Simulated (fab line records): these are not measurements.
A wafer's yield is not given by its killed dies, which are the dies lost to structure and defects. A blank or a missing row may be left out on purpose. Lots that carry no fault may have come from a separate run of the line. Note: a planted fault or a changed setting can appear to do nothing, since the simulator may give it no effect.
Chamber matching    flow nandHarc    3 sister chambers for NHARC_A_CONTACT_DEP_24 on pecvd-02
The step deposits SiO2, target thk 500 nm. 14 wafers are shown with their chamber, then 7 later ones without.

== EACH WAFER AND ITS CHAMBER ==
wafer   chamber  throttleValvePct (%)  heaterPowerW (W)  chamberPressureTorr (Torr)
L076.4  0        15.2                  543               6.516
L076.5  2        17.4                  454               6.516
L076.6  1        16.4                  447               6.512
L078.1  0        15.5                  509               6.496
L078.2  2        17.5                  517               6.493
L078.4  1        16.4                  517               6.498
L085.1  1        16.2                  472               6.486
L085.2  0        15.3                  648               6.506
L085.4  1        16.6                  485               6.500
L089.3  0        15.2                  541               6.511
L089.4  2        17.2                  506               6.499
L089.6  0        15.2                  565               6.515
L091.1  1        16.7                  383               6.521
L091.2  2        17.4                  497               6.516

SIGNATURES, as means of the wafers listed above
reading              chamber 0  chamber 1  chamber 2  scatter within a chamber
throttleValvePct     15.280     16.460     17.375     0.156
heaterPowerW         561.20     460.80     493.50     46.1
chamberPressureTorr  6.50880    6.50340    6.50600    0.0113
Rule: distance of a wafer from a chamber = root of the sum over the readings of ((wafer's reading minus chamber's mean) / reading's scatter) squared. The wafer belongs to the nearest chamber; if the next one is less than 2 further off, it can't be placed. The scatter: take each reading less its chamber's mean, square it, sum over the shown wafers, divide by the number of wafers less the number of chambers, and take the root.

== WAFERS WITH NO CHAMBER GIVEN ==
wafer   throttleValvePct (%)  heaterPowerW (W)  chamberPressureTorr (Torr)
L091.3  15.4                  649               6.491
L094.2  16.7                  380               6.527
L094.3  15.1                  547               6.504
L094.5  15.4                  589               6.507
L096.2  17.8                  488               6.493
L096.4  15.2                  614               6.507
L096.5  16.5                  463               6.513

== CHAMBER TAKEN BY EACH ==
wafer   from the rows above  in truth
L091.3  0                    0
L094.2  1                    1
L094.3  0                    0
L094.5  0                    0
L096.2  2                    2
L096.4  0                    0
L096.5  1                    1
Correctly placed: 7 of 7. Can't be placed from these rows: 0. 0 placed wrongly.
